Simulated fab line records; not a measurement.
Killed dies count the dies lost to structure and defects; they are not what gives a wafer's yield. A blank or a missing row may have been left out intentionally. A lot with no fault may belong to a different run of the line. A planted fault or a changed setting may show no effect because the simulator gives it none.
Chamber matching | flow n5 finfet | N5_BEOL_M11_ALD_74 on ald metal-02 has 4 sister chambers
The step deposits TaN, target thk 2 nm, pulse time 2 s, purge time 3 s. 20 wafers are shown with their chamber, then 10 later ones without.

== EACH WAFER AND ITS CHAMBER ==
wafer  | chamber | heater power w (W) | mfc carrier sccm (sccm) | precursor vessel temp c (C)
L076.1 | 1       | 366                | 1492                    | 75.08
L076.5 | 1       | 369                | 1502                    | 75.00
L076.6 | 2       | 399                | 1492                    | 74.93
L080.1 | 1       | 361                | 1501                    | 75.02
L080.3 | 0       | 411                | 1500                    | 74.90
L080.4 | 2       | 415                | 1498                    | 75.06
L082.1 | 0       | 406                | 1495                    | 74.96
L082.2 | 3       | 385                | 1504                    | 75.23
L082.5 | 1       | 359                | 1501                    | 75.01
L084.2 | 0       | 410                | 1498                    | 75.07
L084.4 | 1       | 368                | 1494                    | 74.95
L084.6 | 3       | 391                | 1497                    | 75.14
L087.4 | 0       | 393                | 1505                    | 75.16
L087.5 | 2       | 400                | 1495                    | 75.10
L087.6 | 3       | 385                | 1498                    | 74.81
L091.1 | 2       | 414                | 1506                    | 75.12
L091.3 | 3       | 395                | 1496                    | 74.92
L091.6 | 3       | 400                | 1500                    | 74.95
L090.1 | 2       | 402                | 1495                    | 74.98
L090.2 | 0       | 386                | 1497                    | 75.02

SIGNATURES (averages over the wafers above)
reading                 | chamber 0 | chamber 1 | chamber 2 | chamber 3 | scatter within a chamber
heater power w          | 401.20    | 364.60    | 406.00    | 391.20    | 7.85
mfc carrier sccm        | 1499.00   | 1498.00   | 1497.20   | 1499.00   | 4.32
precursor vessel temp c | 75.0220   | 75.0120   | 75.0380   | 75.0100   | 0.109
Rule: for each reading, subtract the chamber's mean from the wafer's reading, divide by that reading's scatter and square the result; add these up over the readings and take the root, which gives the wafer's distance from the chamber. If the next closest chamber is less than 2 further off than the closest, the wafer can't be placed; otherwise it belongs to the closest. The scatter: take each reading less its chamber's mean, square it, sum over the shown wafers, divide by the number of wafers less the number of chambers, and take the root.

== WAFERS MISSING THEIR CHAMBER ==
wafer  | heater power w (W) | mfc carrier sccm (sccm) | precursor vessel temp c (C)
L090.4 | 385                | 1506                    | 74.96
L092.3 | 413                | 1499                    | 75.10
L092.4 | 397                | 1507                    | 75.10
L092.5 | 404                | 1501                    | 74.99
L096.3 | 334                | 1496                    | 74.83
L096.5 | 395                | 1505                    | 75.16
L096.6 | 395                | 1495                    | 75.00
L097.1 | 402                | 1497                    | 75.07
L097.3 | 335                | 1503                    | 75.13
L097.5 | 390                | 1499                    | 75.02

== CHAMBER TAKEN BY EACH ==
wafer  | from the rows above               | in truth
L090.4 | can't be placed: 3 or 0 or 1 or 2 | 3
L092.3 | can't be placed: 2 or 0 or 3      | 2
L092.4 | can't be placed: 0 or 3 or 2      | 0
L092.5 | can't be placed: 0 or 2 or 3      | 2
L096.3 | 1                                 | 1
L096.5 | can't be placed: 3 or 0 or 2      | 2
L096.6 | can't be placed: 3 or 0 or 2      | 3
L097.1 | can't be placed: 2 or 0 or 3      | 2
L097.3 | 1                                 | 1
L097.5 | can't be placed: 3 or 0 or 2      | 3
2 of 10 placed correctly. From these rows, 8 cannot be placed; in 8 the true chamber is one of the candidates. 0 placed wrongly.
